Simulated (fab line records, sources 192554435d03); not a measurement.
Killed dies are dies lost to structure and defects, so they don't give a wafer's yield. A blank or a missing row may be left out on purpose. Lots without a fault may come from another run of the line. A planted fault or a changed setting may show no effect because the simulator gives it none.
Chamber matching | flow n5_finfet | N5_BEOL_M1_PRE_CLEAN_60 on cvd_co-01: 3 sister chambers
The step time 15 s. 24 wafers are shown with their chamber, then 12 later ones without.

WAFERS WITH THEIR CHAMBER
wafer  | chamber | heater_power_w (W) | rf_fwd_power_W (W)
L074.2 | 2       | 66                 | 295.9
L074.3 | 1       | 88                 | 296.2
L074.6 | 2       | 64                 | 297.3
L077.2 | 1       | 87                 | 295.6
L077.3 | 0       | 93                 | 296.8
L077.4 | 2       | 63                 | 296.7
L079.2 | 2       | 64                 | 297.7
L079.4 | 2       | 65                 | 297.0
L079.5 | 0       | 94                 | 296.7
L081.2 | 1       | 84                 | 295.8
L081.3 | 2       | 64                 | 296.7
L081.6 | 0       | 95                 | 298.1
L083.3 | 0       | 96                 | 298.2
L083.5 | 0       | 96                 | 298.3
L083.6 | 2       | 65                 | 297.7
L084.2 | 2       | 64                 | 297.8
L084.5 | 2       | 67                 | 297.9
L084.6 | 1       | 87                 | 296.3
L085.3 | 0       | 97                 | 296.3
L085.4 | 2       | 66                 | 297.4
L085.6 | 1       | 87                 | 295.4
L087.2 | 0       | 93                 | 295.9
L087.4 | 0       | 96                 | 296.4
L087.5 | 1       | 91                 | 295.6

SIGNATURES (means of the wafers above)
reading        | chamber 0 | chamber 1 | chamber 2 | scatter within a chamber
heater_power_w | 95.00     | 87.33     | 64.80     | 1.62
rf_fwd_power_W | 297.087   | 295.817   | 297.210   | 0.715
Rule: a wafer's distance from a chamber is the root of the sum, over the readings, of the square of ((its reading less the chamber's mean) divided by the reading's scatter). The wafer belongs to the nearest chamber; if the next one is less than 2 further off, it can't be placed. The scatter: the root of (the sum of the squares of (reading less its chamber's mean) over the shown wafers, divided by (wafers less chambers)).

WAFERS WITHOUT THEIR CHAMBER
wafer  | heater_power_w (W) | rf_fwd_power_W (W)
L089.1 | 65                 | 296.7
L089.5 | 97                 | 295.1
L089.6 | 65                 | 297.6
L095.2 | 87                 | 297.0
L095.4 | 97                 | 296.9
L095.6 | 86                 | 296.7
L096.1 | 85                 | 296.3
L096.5 | 64                 | 295.9
L096.6 | 83                 | 296.0
L097.1 | 98                 | 297.9
L097.3 | 65                 | 297.0
L097.5 | 86                 | 296.1

WHICH CHAMBER EACH WENT THROUGH
wafer  | from the rows above | in truth
L089.1 | 2                   | 2
L089.5 | 0                   | 0
L089.6 | 2                   | 2
L095.2 | 1                   | 1
L095.4 | 0                   | 0
L095.6 | 1                   | 1
L096.1 | 1                   | 1
L096.5 | 2                   | 2
L096.6 | 1                   | 1
L097.1 | 0                   | 0
L097.3 | 2                   | 2
L097.5 | 1                   | 1
Placed correctly: 12 of 12. Can't be placed from these rows: 0. Placed wrongly: 0.
